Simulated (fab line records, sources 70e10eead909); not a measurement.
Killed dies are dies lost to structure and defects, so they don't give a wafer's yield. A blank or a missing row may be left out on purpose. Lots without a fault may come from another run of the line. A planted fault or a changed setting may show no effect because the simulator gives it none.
fab line records | flow nand_harc
record lots=24 wafers=72 last_day=25
route steps=1159 shown A_CONTACT@867
lots that met no fault: from a run of the same line without faults
start_h: hours from the record's first day to the start of the lot's first wafer shown | wait_h: hours since the lot's step before | " the same as in the row above | L1.1+2: a row that stands for several wafers | - no value, or no start given | * or withheld: withheld | < > ~ a bound
route shown NAME@n: a module of which the file shows steps, and the number in the route of the first | usual: mean/standard deviation of fault-free wafers | same: alike in all rows | chamber/n: place in a boat | sites: the reading at each site | _std_site: their standard deviation | _edge_site: outer sites' mean less inner sites' | radius_mm: how far each site lies from the wafer's centre | mask NAME#n: copy n | behind: the tool/chamber that last shaped the wafer | hold: why the lot was held/for how many hours/how that ended | device: the transistor (n, p or np) that didn't switch | end of line: the same wafers' tests at the end of the route | a step without rows: its recipe alone | killed: dies lost to structure and defects at the first sort, not the wafer's yield | map: a wafer's dies, x killed, . not, _ none there
set.NAME: the setting as run; set.NAME@STEP: as run at that earlier step | model.NAME: the simulator's own value behind a step, which no gauge read
steps of the route over a sample of lots; a table a step, a row a wafer
services: from which hour (start_h, from the record's first day; less than 0 if before it) a tool's chamber was out of use, for how many hours, and why
## steps
# step NHARC_A_CONTACT_ETCH_116
# recipe source_w=withheld pressure_mtorr=20 bias_v=3000 time_s=94 target_depth_a=9220 ar_flow_sccm=withheld c4f8_flow_sccm=withheld o2_flow_sccm=withheld chemistry=C4F8/O2/Ar
# columns lot.wafer tool chamber start_h wait_h rf_hours_counter_h
L074.1 har_cap_etch-02 1 371.05 0.1 10
L074.2 " 0 " " 10
L074.3 " 1 " " -
L075.1 har_cap_etch-03 1 376.76 0.1 83
L075.2 " 0 " " 83
L075.3 " 1 " " -
L077.1 har_cap_etch-02 0 379.02 0.1 11
L077.3 " 0 " " -
L077.6 " 1 " " -
L079.1 har_cap_etch-02 1 380.95 0.1 12
L079.2 " 0 " " 12
L079.6 " 1 " " -
L076.1 har_cap_etch-03 1 385.25 0.1 85
L076.4 " 0 " " -
L076.6 " 1 " " -
L078.1 har_cap_etch-01 0 386.75 0.1 59
L078.3 " 1 " " -
L078.6 " 0 " " -
L081.2 har_cap_etch-03 1 404.84 0.1 89
L081.3 " 1 " " -
L081.4 " 0 " " -
L080.1 har_cap_etch-02 0 412.58 0.1 17
L080.3 " 1 " " -
L080.4 " 0 " " -
L083.1 har_cap_etch-03 1 414.09 0.1 91
L083.4 " 0 " " -
L083.3 " 1 " " -
L082.1 har_cap_etch-03 0 429.61 0.1 93
L082.3 " 1 " " -
L082.5 " 0 " " -
L084.2 har_cap_etch-01 1 431.90 0.1 65
L084.3 " 1 " " -
L084.4 " 0 " " -
L086.4 har_cap_etch-02 1 445.02 0.1 -
L086.3 " 0 " " -
L086.6 " 0 " " -
L087.4 har_cap_etch-03 1 445.94 0.1 -
L087.5 " 1 " " -
L087.6 " 0 " " -
L085.1 har_cap_etch-02 0 450.40 0.1 23
L085.3 " 0 " " -
L085.4 " 1 " " -
L089.3 har_cap_etch-02 1 456.81 0.1 -
L089.6 " 1 " " -
L089.5 " 0 " " -
L088.2 har_cap_etch-02 1 459.18 0.1 25
L088.1 " 0 " " 25
L088.4 " 1 " " -
L091.2 har_cap_etch-03 1 472.51 0.1 100
L091.3 " 1 " " -
L091.4 " 0 " " -
L090.2 har_cap_etch-02 1 474.83 0.1 28
L090.6 " 0 " " -
L090.5 " 1 " " -
L093.2 har_cap_etch-03 0 478.62 0.1 102
L093.3 " 0 " " -
L093.6 " 0 " " -
L094.2 har_cap_etch-02 0 480.98 0.1 29
L094.3 " 1 " " -
L094.5 " 1 " " -
L092.2 har_cap_etch-03 1 498.32 0.1 105
L092.6 " 0 " " -
L092.5 " 1 " " -
L096.4 har_cap_etch-01 1 499.19 0.1 -
L096.6 " 1 " " -
L096.5 " 0 " " -
L095.1 har_cap_etch-03 0 501.86 0.1 107
L095.2 " 1 " " 107
L095.4 " 1 " " -
L097.2 har_cap_etch-03 1 513.16 0.1 109
L097.1 " 0 " " 109
L097.5 " 1 " " -
# step NHARC_A_CONTACT_ETCH_117
# recipe source_w=withheld pressure_mtorr=20 bias_v=3000 time_s=94 target_depth_a=9220 ar_flow_sccm=withheld c4f8_flow_sccm=withheld o2_flow_sccm=withheld chemistry=C4F8/O2/Ar
# columns lot.wafer tool chamber start_h wait_h rf_hours_counter_h
L074.1 har_cap_etch-02 1 371.14 0.1 10
L074.2 " 0 " " 10
L074.3 " 1 " " -
L075.1 har_cap_etch-03 1 376.85 0.1 83
L075.2 " 0 " " 83
L075.3 " 1 " " -
L077.1 har_cap_etch-02 0 379.11 0.1 11
L077.3 " 0 " " -
L077.6 " 1 " " -
L079.1 har_cap_etch-02 1 381.04 0.1 12
L079.2 " 0 " " 12
L079.6 " 1 " " -
L076.1 har_cap_etch-03 1 385.34 0.1 85
L076.4 " 0 " " -
L076.6 " 1 " " -
L078.1 har_cap_etch-01 0 386.84 0.1 59
L078.3 " 1 " " -
L078.6 " 0 " " -
L081.2 har_cap_etch-03 1 404.93 0.1 90
L081.3 " 1 " " -
L081.4 " 0 " " -
L080.1 har_cap_etch-02 0 412.67 0.1 17
L080.3 " 1 " " -
L080.4 " 0 " " -
L083.1 har_cap_etch-03 1 414.21 0.1 91
L083.4 " 0 " " -
L083.3 " 1 " " -
L082.1 har_cap_etch-03 0 429.71 0.1 93
L082.3 " 1 " " -
L082.5 " 0 " " -
L084.2 har_cap_etch-01 1 431.99 0.1 65
L084.3 " 1 " " -
L084.4 " 0 " " -
L086.4 har_cap_etch-02 1 445.11 0.1 -
L086.3 " 0 " " -
L086.6 " 0 " " -
L087.4 har_cap_etch-03 1 446.04 0.1 -
L087.5 " 1 " " -
L087.6 " 0 " " -
L085.1 har_cap_etch-02 0 450.49 0.1 23
L085.3 " 0 " " -
L085.4 " 1 " " -
L089.3 har_cap_etch-02 1 456.90 0.1 -
L089.6 " 1 " " -
L089.5 " 0 " " -
L088.2 har_cap_etch-02 1 459.27 0.1 26
L088.1 " 0 " " 26
L088.4 " 1 " " -
L091.2 har_cap_etch-03 1 472.60 0.1 100
L091.3 " 1 " " -
L091.4 " 0 " " -
L090.2 har_cap_etch-02 1 474.92 0.1 28
L090.6 " 0 " " -
L090.5 " 1 " " -
L093.2 har_cap_etch-03 0 478.72 0.1 102
L093.3 " 0 " " -
L093.6 " 0 " " -
L094.2 har_cap_etch-02 0 481.07 0.1 29
L094.3 " 1 " " -
L094.5 " 1 " " -
L092.2 har_cap_etch-03 1 498.41 0.1 106
L092.6 " 0 " " -
L092.5 " 1 " " -
L096.4 har_cap_etch-01 1 499.29 0.1 -
L096.6 " 1 " " -
L096.5 " 0 " " -
L095.1 har_cap_etch-03 0 501.95 0.1 107
L095.2 " 1 " " 107
L095.4 " 1 " " -
L097.2 har_cap_etch-03 1 513.25 0.1 109
L097.1 " 0 " " 109
L097.5 " 1 " " -
# step NHARC_A_CONTACT_ETCH_123
# recipe source_w=withheld pressure_mtorr=20 bias_v=400 time_s=253 target_depth_a=10900 ar_flow_sccm=withheld c4f8_flow_sccm=11.5 o2_flow_sccm=7.2 chemistry=C4F8/O2/Ar
# columns lot.wafer tool chamber start_h wait_h rf_hours_counter_h
L074.1 har_cap_etch-02 1 371.68 0.1 10
L074.2 " 0 " " 10
L074.3 " 1 " " -
L075.1 har_cap_etch-03 1 377.39 0.1 84
L075.2 " 0 " " 84
L075.3 " 1 " " -
L077.1 har_cap_etch-02 0 379.70 0.1 11
L077.3 " 0 " " -
L077.6 " 1 " " -
L079.1 har_cap_etch-02 1 381.58 0.1 13
L079.2 " 0 " " 13
L079.6 " 1 " " -
L076.1 har_cap_etch-03 1 385.88 0.1 85
L076.4 " 0 " " -
L076.6 " 1 " " -
L078.1 har_cap_etch-01 0 387.39 0.1 60
L078.3 " 1 " " -
L078.6 " 0 " " -
L081.2 har_cap_etch-03 1 405.48 0.1 90
L081.3 " 1 " " -
L081.4 " 0 " " -
L080.1 har_cap_etch-02 0 413.26 0.1 18
L080.3 " 1 " " -
L080.4 " 0 " " -
L083.1 har_cap_etch-03 1 414.99 0.2 91
L083.4 " 0 " " -
L083.3 " 1 " " -
L082.1 har_cap_etch-03 0 430.29 0.1 94
L082.3 " 1 " " -
L082.5 " 0 " " -
L084.2 har_cap_etch-01 1 432.53 0.1 66
L084.3 " 1 " " -
L084.4 " 0 " " -
L086.4 har_cap_etch-02 1 445.74 0.2 -
L086.3 " 0 " " -
L086.6 " 0 " " -
L087.4 har_cap_etch-03 1 446.65 0.2 -
L087.5 " 1 " " -
L087.6 " 0 " " -
L085.1 har_cap_etch-02 0 451.03 0.1 24
L085.3 " 0 " " -
L085.4 " 1 " " -
L089.3 har_cap_etch-02 1 457.52 0.2 -
L089.6 " 1 " " -
L089.5 " 0 " " -
L088.2 har_cap_etch-02 1 459.82 0.1 26
L088.1 " 0 " " 26
L088.4 " 1 " " -
L091.2 har_cap_etch-03 1 473.15 0.1 101
L091.3 " 1 " " -
L091.4 " 0 " " -
L090.2 har_cap_etch-02 1 475.51 0.1 29
L090.6 " 0 " " -
L090.5 " 1 " " -
L093.2 har_cap_etch-03 0 479.30 0.1 102
L093.3 " 0 " " -
L093.6 " 0 " " -
L094.2 har_cap_etch-02 0 481.61 0.1 30
L094.3 " 1 " " -
L094.5 " 1 " " -
L092.2 har_cap_etch-03 1 499.00 0.1 106
L092.6 " 0 " " -
L092.5 " 1 " " -
L096.4 har_cap_etch-01 1 499.91 0.2 -
L096.6 " 1 " " -
L096.5 " 0 " " -
L095.1 har_cap_etch-03 0 502.50 0.1 107
L095.2 " 1 " " 107
L095.4 " 1 " " -
L097.2 har_cap_etch-03 1 513.79 0.1 110
L097.1 " 0 " " 110
L097.5 " 1 " " -
# step NHARC_A_CONTACT_ETCH_96
# recipe target_depth_a=200 over_etch_frac=0.5 time_s=10 ion_energy_ev=250 c4f6_flow_sccm=25 o2_flow_sccm=20 ar_flow_sccm=500 rf_w=600 bias_w=500 chemistry=C4F6/O2
# usual drypump_motor_current_A=5.7/0.38 oes_product_au=0.964/0.026 rf_fwd_power_W=587/3 rf_vpp_V=547/4 showerhead_plenum_p_Torr=3.91/0.19 throttle_valve_pct=26.903/0.0098
# columns lot.wafer tool chamber start_h wait_h drypump_motor_current_A oes_product_au rf_fwd_power_W rf_hours_counter_h rf_vpp_V showerhead_plenum_p_Torr throttle_valve_pct
L074.1 rie_diel-13 0 - - 5.6 0.996 585 36 547 3.90 26.888
L074.3 " 2 " " 5.3 1.011 592 29 548 4.03 26.914
L074.2 " 3 " " 6.1 0.994 590 35 541 3.65 26.911
L075.1 rie_diel-05 0 - - 6.3 0.993 586 12 547 3.91 26.917
L075.2 " 2 " " 5.7 0.994 585 11 549 3.99 26.919
L075.3 " 3 " " 5.3 1.018 586 12 548 3.99 26.905
L077.3 rie_diel-05 1 - - 5.6 1.003 586 11 542 3.75 26.909
L077.1 " 3 " " 5.3 1.013 586 12 551 3.99 26.872
L077.6 " 1 " " 5.6 1.006 587 - 544 3.75 26.900
L079.2 rie_diel-03 2 - - 5.7 0.936 587 30 550 4.14 26.898
L079.1 " 1 " " 6.4 0.939 589 29 543 3.68 26.904
L079.6 " 3 " " 5.3 0.962 585 - 541 3.64 26.906
L076.4 rie_diel-03 2 - - 5.8 0.994 587 31 551 4.14 26.893
L076.1 " 1 " " 6.4 0.989 590 31 542 3.68 26.895
L076.6 " 3 " " 5.3 1.024 586 - 539 3.64 26.907
L078.3 rie_diel-03 0 - - 5.5 0.937 590 30 547 3.93 26.897
L078.1 " 2 " " 5.7 0.950 586 31 551 4.14 26.899
L078.6 " 0 " " 5.5 0.929 592 - 548 3.93 26.892
L081.4 rie_diel-13 2 - - 5.3 0.958 591 42 550 4.02 26.893
L081.3 " 3 " " 6.1 0.940 588 49 542 3.64 26.923
L081.2 " 0 " " 5.6 0.930 584 49 545 3.90 26.898
L080.4 rie_diel-03 0 - - 5.6 0.943 588 3 546 3.92 26.908
L080.1 " 1 " " 6.4 0.932 588 2 542 3.68 26.921
L080.3 " 3 " " 5.3 0.939 586 3 552 4.22 26.908
L083.1 rie_diel-13 1 - - 5.8 0.928 588 51 542 3.65 26.901
L083.3 " 2 " " 5.3 0.943 594 45 550 4.02 26.899
L083.4 " 3 " " 6.1 0.956 584 53 541 3.63 26.897
L082.1 rie_diel-05 1 - - 5.6 0.946 586 33 544 3.73 26.902
L082.3 " 3 " " 5.4 0.970 586 34 550 3.98 26.909
L082.5 " 0 " " 6.3 0.944 587 - 546 3.90 26.902
L084.3 rie_diel-03 1 - - 6.4 0.952 587 5 543 3.68 26.909
L084.2 " 3 " " 5.3 0.955 584 6 554 4.22 26.912
L084.4 " 0 " " 5.6 0.943 593 5 546 3.92 26.899
L086.3 rie_diel-03 1 - - 6.4 0.969 592 7 541 3.68 26.922
L086.4 " 2 " " 5.7 0.994 586 7 551 4.13 26.886
L086.6 " 3 " " 5.3 1.009 584 - 552 4.22 26.899
L087.4 rie_diel-03 1 - - 6.4 0.931 591 7 541 3.67 26.900
L087.5 " 3 " " 5.3 0.975 586 - 553 4.22 26.888
L087.6 " 0 " " 5.6 0.937 595 - 547 3.92 26.913
L085.1 rie_diel-03 0 - - 5.6 0.949 588 8 547 3.92 26.916
L085.3 " 2 " " 5.7 0.958 588 8 552 4.13 26.906
L085.4 " 3 " " 5.2 0.960 586 8 553 4.22 26.899
L089.3 rie_diel-05 2 - - 5.6 0.969 585 45 549 3.97 26.910
L089.5 " 3 " " 5.4 0.982 584 - 549 3.97 26.896
L089.6 " 0 " " 6.3 0.970 586 - 545 3.90 26.910
L088.1 rie_diel-03 3 - - 5.3 0.953 583 11 552 4.22 26.898
L088.2 " 1 " " 6.4 0.936 587 10 543 3.67 26.902
L088.4 " 2 " " 5.7 0.951 582 10 552 4.13 26.908
L091.2 rie_diel-03 2 - - 5.7 0.987 587 13 551 4.13 26.902
L091.3 " 0 " " 5.6 0.985 589 12 547 3.92 26.914
L091.4 " 1 " " 6.4 0.979 587 12 542 3.67 26.910
L090.2 rie_diel-03 2 - - 5.7 0.972 587 13 551 4.13 26.890
L090.5 " 1 " " 6.4 0.965 586 - 541 3.67 26.924
L090.6 " 2 " " 5.7 0.970 588 - 551 4.13 26.921
L093.3 rie_diel-13 3 - - 6.1 0.939 587 8 552 4.22 26.906
L093.2 " 0 " " 5.6 0.958 585 8 546 3.88 26.908
L093.6 " 0 " " 5.6 0.953 583 - 546 3.88 26.908
L094.2 rie_diel-03 3 - - 5.3 0.953 587 14 551 4.22 26.904
L094.3 " 0 " " 5.6 0.936 593 13 547 3.92 26.897
L094.5 " 1 " " 6.4 0.931 590 - 542 3.67 26.898
L092.2 rie_diel-05 1 - - 5.6 0.935 585 58 543 3.72 26.896
L092.5 " 0 " " 6.3 0.944 583 - 545 3.89 26.907
L092.6 " 1 " " 5.6 0.938 586 - 541 3.72 26.896
L096.4 rie_diel-05 2 - - 5.7 0.944 588 58 548 3.96 26.898
L096.5 " 0 " " 6.3 0.944 589 - 546 3.89 26.905
L096.6 " 1 " " 5.6 0.934 584 - 544 3.72 26.912
L095.2 rie_diel-03 0 - - 5.6 0.980 594 16 550 3.92 26.906
L095.1 " 1 " " 6.4 1.000 589 16 542 3.67 26.901
L095.4 " 3 " " 5.3 1.013 584 17 553 4.22 26.906
L097.1 rie_diel-05 0 - - 6.3 0.962 586 64 547 3.88 26.919
L097.2 " 2 " " 5.7 0.963 588 65 549 3.96 26.910
L097.5 " 3 " " 5.3 0.977 586 - 547 3.96 26.886
# step NHARC_A_CONTACT_CD_MEAS_69
# recipe target_cd_nm=200 landing_energy_ev=500
# usual cd_nm=200.1/0.56
# columns lot.wafer tool chamber start_h wait_h cd_nm
L074.1 cd_sem-03 0 377.01 - 200.4
L074.2 " 0 " " 200.5
L074.3 " 0 " " 200.4
L075.1 cd_sem-03 0 382.35 - 200.9
L075.2 " 0 " " 201.1
L075.3 " 0 " " 200.2
L077.1 cd_sem-02 0 385.49 - 199.7
L077.3 " 0 " " 200.4
L077.6 " 0 " " 199.8
L079.1 cd_sem-03 0 386.07 - 200.0
L079.2 " 0 " " 200.2
L079.6 " 0 " " 200.7
L076.1 cd_sem-01 0 390.22 - 200.6
L076.4 " 0 " " 200.6
L076.6 " 0 " " 200.5
L078.1 cd_sem-02 0 391.83 - 199.7
L078.3 " 0 " " 199.9
L078.6 " 0 " " 199.3
L081.2 cd_sem-02 0 409.65 - 200.0
L081.3 " 0 " " 199.0
L081.4 " 0 " " 198.7
L080.1 cd_sem-03 0 417.45 - 201.6
L080.3 " 0 " " 200.3
L080.4 " 0 " " 200.3
L083.1 cd_sem-02 0 419.25 - 199.0
L083.3 " 0 " " 200.2
L083.4 " 0 " " 199.6
L082.1 cd_sem-02 0 434.41 - 200.8
L082.3 " 0 " " 200.9
L082.5 " 0 " " 201.2
L084.2 cd_sem-01 0 438.22 - 200.7
L084.3 " 0 " " 200.5
L084.4 " 0 " " 200.8
L086.3 cd_sem-01 0 449.94 - 199.9
L086.4 " 0 " " 199.3
L086.6 " 0 " " 200.2
L087.4 cd_sem-03 0 451.85 - 200.6
L087.5 " 0 " " 200.6
L087.6 " 0 " " 200.5
L085.1 cd_sem-02 0 455.22 - 199.8
L085.3 " 0 " " 200.1
L085.4 " 0 " " 200.6
L089.3 cd_sem-03 0 462.78 - 199.8
L089.5 " 0 " " 200.1
L089.6 " 0 " " 199.4
L088.1 cd_sem-03 0 465.06 - 200.1
L088.2 " 0 " " 200.1
L088.4 " 0 " " 199.8
L091.2 cd_sem-01 0 477.74 - 199.2
L091.3 " 0 " " 199.3
L091.4 " 0 " " 199.7
L090.2 cd_sem-03 0 480.38 - 200.0
L090.5 " 0 " " 199.9
L090.6 " 0 " " 199.5
L093.2 cd_sem-03 0 487.41 - 199.1
L093.3 " 0 " " 199.4
L093.6 " 0 " " 199.6
L094.2 cd_sem-03 0 489.10 - 200.8
L094.3 " 0 " " 200.5
L094.5 " 0 " " 199.6
L092.2 cd_sem-02 0 503.23 - 200.5
L092.5 " 0 " " 200.5
L092.6 " 0 " " 200.4
L096.4 cd_sem-02 0 504.05 - 199.6
L096.5 " 0 " " 198.8
L096.6 " 0 " " 198.9
L095.1 cd_sem-01 0 507.73 - 199.6
L095.2 " 0 " " 200.1
L095.4 " 0 " " 200.1
L097.1 cd_sem-02 0 518.33 - 200.5
L097.2 " 0 " " 200.1
L097.5 " 0 " " 200.5
# step NHARC_A_CONTACT_ETCH_76
# recipe target_depth_a=2600 over_etch_frac=0.3 time_s=475.3 ion_energy_ev=200 n2_flow_sccm=150 h2_flow_sccm=150 ar_flow_sccm=0 rf_w=400 bias_w=150 chemistry=N2/H2
# usual drypump_motor_current_A=5.7/0.34 oes_product_au=0.999/0.011 rf_fwd_power_W=399.5/1.3 rf_vpp_V=431/3.1 showerhead_plenum_p_Torr=2.05/0.11 throttle_valve_pct=14.172/0.0092
# columns lot.wafer tool chamber start_h wait_h drypump_motor_current_A oes_product_au rf_fwd_power_W rf_hours_counter_h rf_vpp_V showerhead_plenum_p_Torr throttle_valve_pct
L074.2 rie_diel-13 1 - - 5.7 0.970 399.5 38 426 1.88 14.158
L074.1 " 3 " " 6.0 0.981 398.4 37 427 1.88 14.174
L074.3 " 0 " " 5.6 0.978 399.4 38 430 2.03 14.180
L075.3 rie_diel-03 3 - - 5.2 1.011 397.8 28 427 1.88 14.185
L075.2 " 1 " " 6.4 0.989 403.1 29 427 1.90 14.185
L075.1 " 2 " " 5.8 0.987 397.1 30 435 2.17 14.165
L077.1 rie_diel-05 0 - - 6.3 1.000 398.1 15 428 2.03 14.180
L077.3 " 3 " " 5.4 1.028 401.5 16 431 2.08 14.176
L077.6 " 0 " " 6.3 0.998 397.6 - 431 2.03 14.149
L079.1 rie_diel-05 2 - - 5.6 0.988 395.7 16 433 2.08 14.172
L079.2 " 1 " " 5.6 1.000 397.8 15 429 1.94 14.177
L079.6 " 2 " " 5.7 0.996 396.7 - 432 2.08 14.161
L076.4 rie_diel-13 0 - - 5.6 0.987 401.2 44 431 2.02 14.173
L076.1 " 1 " " 5.8 0.985 399.2 43 426 1.88 14.184
L076.6 " 3 " " 6.1 1.000 401.1 - 425 1.87 14.168
L078.1 rie_diel-05 0 - - 6.3 0.992 399.2 18 430 2.03 14.173
L078.3 " 2 " " 5.6 0.999 400.1 18 431 2.08 14.156
L078.6 " 0 " " 6.3 0.997 399.4 - 431 2.03 14.171
L081.4 rie_diel-03 3 - - 5.3 1.012 399.0 2 436 2.22 14.162
L081.3 " 0 " " 5.6 0.995 402.9 1 430 2.04 14.167
L081.2 " 1 " " 6.4 0.993 399.2 1 427 1.90 14.159
L080.4 rie_diel-05 3 - - 5.3 1.013 399.1 28 432 2.07 14.156
L080.1 " 0 " " 6.3 1.001 398.5 28 430 2.03 14.178
L080.3 " 1 " " 5.6 1.014 399.8 27 426 1.93 14.171
L083.4 rie_diel-13 1 - - 5.8 0.993 398.8 52 427 1.88 14.181
L083.1 " 2 " " 5.3 1.003 400.0 45 432 2.09 14.173
L083.3 " 3 " " 6.0 1.008 397.3 54 425 1.87 14.182
L082.1 rie_diel-03 1 - - 6.4 0.990 399.2 5 427 1.89 14.174
L082.3 " 3 " " 5.3 1.012 397.7 6 435 2.22 14.169
L082.5 " 2 " " 5.7 0.990 401.0 - 434 2.16 14.175
L084.3 rie_diel-13 1 - - 5.8 0.986 400.6 58 425 1.88 14.184
L084.4 " 2 " " 5.3 1.016 399.4 51 433 2.09 14.186
L084.2 " 3 " " 6.1 1.005 400.2 59 426 1.87 14.178
L086.4 rie_diel-05 1 - - 5.6 1.023 399.9 40 428 1.93 14.183
L086.3 " 2 " " 5.7 1.000 398.4 41 432 2.07 14.172
L086.6 " 0 " " 6.3 0.994 400.4 - 432 2.02 14.188
L087.4 rie_diel-05 2 - - 5.7 0.998 400.6 42 432 2.07 14.169
L087.6 " 1 " " 5.6 1.003 400.6 - 426 1.93 14.175
L087.5 " 2 " " 5.7 1.000 399.2 - 432 2.07 14.166
L085.1 rie_diel-03 2 - - 5.7 0.996 399.7 8 434 2.16 14.163
L085.3 " 3 " " 5.3 1.005 400.2 9 435 2.22 14.189
L085.4 " 0 " " 5.5 0.989 400.3 8 432 2.04 14.177
L089.3 rie_diel-03 0 - - 5.5 0.995 400.7 11 431 2.04 14.169
L089.6 " 2 " " 5.7 0.988 399.2 - 434 2.16 14.183
L089.5 " 3 " " 5.3 1.007 398.1 - 435 2.21 14.169
L088.1 rie_diel-05 2 - - 5.7 0.998 398.6 48 431 2.07 14.164
L088.4 " 3 " " 5.3 1.022 398.6 47 430 2.07 14.163
L088.2 " 0 " " 6.3 0.999 400.2 46 431 2.02 14.172
L091.3 rie_diel-05 3 - - 5.3 1.015 400.1 52 432 2.07 14.180
L091.2 " 1 " " 5.6 1.004 401.7 53 426 1.92 14.155
L091.4 " 2 " " 5.7 0.995 400.6 53 431 2.06 14.162
L090.2 rie_diel-03 2 - - 5.7 0.998 398.4 14 435 2.16 14.192
L090.5 " 1 " " 6.4 0.990 398.1 - 425 1.89 14.176
L090.6 " 2 " " 5.7 1.002 399.4 - 433 2.16 14.162
L093.2 rie_diel-03 1 - - 6.4 0.988 402.2 14 426 1.89 14.161
L093.3 " 0 " " 5.5 0.987 398.7 14 430 2.04 14.186
L093.6 " 1 " " 6.4 0.995 401.3 - 426 1.89 14.183
L094.2 rie_diel-13 0 - - 5.6 0.999 399.0 9 430 2.01 14.172
L094.3 " 2 " " 5.3 0.993 399.1 10 433 2.09 14.166
L094.5 " 3 " " 6.0 1.002 399.4 - 434 2.21 14.170
L092.2 rie_diel-05 3 - - 5.4 1.023 400.1 58 431 2.06 14.171
L092.6 " 2 " " 5.6 0.985 400.3 - 431 2.06 14.172
L092.5 " 3 " " 5.3 1.009 399.2 - 430 2.06 14.186
L096.4 rie_diel-13 0 - - 5.6 1.014 400.2 13 430 2.01 14.179
L096.5 " 3 " " 6.1 1.012 400.9 - 435 2.21 14.169
L096.6 " 0 " " 5.6 1.012 399.6 - 430 2.01 14.170
L095.4 rie_diel-13 2 - - 5.3 0.980 399.6 17 432 2.08 14.175
L095.1 " 3 " " 6.0 1.010 399.6 17 435 2.21 14.164
L095.2 " 0 " " 5.6 1.007 399.3 16 429 2.01 14.161
L097.1 rie_diel-13 1 - - 5.8 1.005 400.2 23 434 2.21 14.160
L097.2 " 2 " " 5.3 0.992 399.1 23 431 2.08 14.167
L097.5 " 2 " " 5.3 0.986 400.0 - 432 2.08 14.171
## services
# columns tool chamber start_h hours kind
rie_diel-03 0 371.35 - clean
rie_diel-03 1 371.35 - clean
rie_diel-03 2 371.35 - clean
rie_diel-03 3 371.35 - clean
rie_diel-03 - 392.30 9.0 pm
rie_diel-03 0 392.30 9.0 vent_cycle
rie_diel-03 1 392.30 9.0 vent_cycle
rie_diel-03 2 392.30 9.0 vent_cycle
rie_diel-03 3 392.30 9.0 vent_cycle
rie_diel-03 0 401.30 - clean
rie_diel-03 1 401.30 - clean
rie_diel-03 2 401.30 - clean
rie_diel-03 3 401.30 - clean
rie_diel-03 3 401.30 - consumable_replace:focus_ring
rie_diel-03 3 401.30 - consumable_replace:showerhead
rie_diel-13 2 402.42 2.0 repair
rie_diel-13 - 417.30 0.8 repair
rie_diel-03 0 425.80 - clean
rie_diel-03 1 425.80 - clean
rie_diel-13 - 453.19 9.0 pm
har_cap_etch-03 - 496.44 0.7 repair
rie_diel-03 0 507.85 12.3 repair
rie_diel-13 0 517.28 4.2 repair
rie_diel-05 - 517.68 9.0 pm
## key
fault none
